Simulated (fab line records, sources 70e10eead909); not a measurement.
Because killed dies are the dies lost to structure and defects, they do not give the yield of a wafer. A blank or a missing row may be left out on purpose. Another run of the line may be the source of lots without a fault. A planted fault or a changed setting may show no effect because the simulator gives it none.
Chamber matching + flow nand harc + NHARC_P_M0_STRIP_18 on rie diel-08: 4 sister chambers
The step strips in N2/H2. 4 wafers are shown with their chamber, then 10 later ones without.

WAFERS WITH THEIR CHAMBER
| wafer  | chamber | showerhead plenum p Torr (Torr) |
|--------|---------|---------------------------------|
| L085.3 | 1       | 1.97                            |
| L086.3 | 0       | 2.12                            |
| L088.2 | 3       | 2.15                            |
| L088.4 | 2       | 2.16                            |

WAFERS MISSING THEIR CHAMBER
| wafer  | showerhead plenum p Torr (Torr) |
|--------|---------------------------------|
| L088.5 | 2.16                            |
| L089.2 | 1.97                            |
| L089.4 | 2.15                            |
| L089.5 | 1.97                            |
| L092.2 | 2.15                            |
| L092.4 | 2.15                            |
| L092.6 | 1.97                            |
| L097.2 | 2.15                            |
| L097.4 | 2.11                            |
| L097.6 | 2.15                            |

EACH ONE'S CHAMBER
| wafer  | from the rows above | in truth                   |
|--------|---------------------|----------------------------|
| L088.5 | 2                   | 2                          |
| L089.2 | 1                   | 1                          |
| L089.4 | 3                   | 3                          |
| L089.5 | 1                   | 1                          |
| L092.2 | 3                   | 3                          |
| L092.4 | 3                   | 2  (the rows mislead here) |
| L092.6 | 1                   | 1                          |
| L097.2 | 3                   | 3                          |
| L097.4 | 0                   | 0                          |
| L097.6 | 3                   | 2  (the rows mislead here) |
8 of 10 placed correctly. Not placeable from these rows: 0. 2 placed wrongly.
How it was worked out, from the rows above alone: a wafer's distance from a chamber is the root of the sum, over the readings, of the square of ((its reading less the chamber's mean) divided by the reading's scatter). If the next closest chamber is less than 2 further off than the closest, the wafer can't be placed; otherwise it belongs to the closest. The mean given for a chamber averages the wafers shown for that chamber. The scatter (one wafer shown for each chamber): square how far every hidden wafer sits from the nearest shown wafer, average those squares and take the square root.
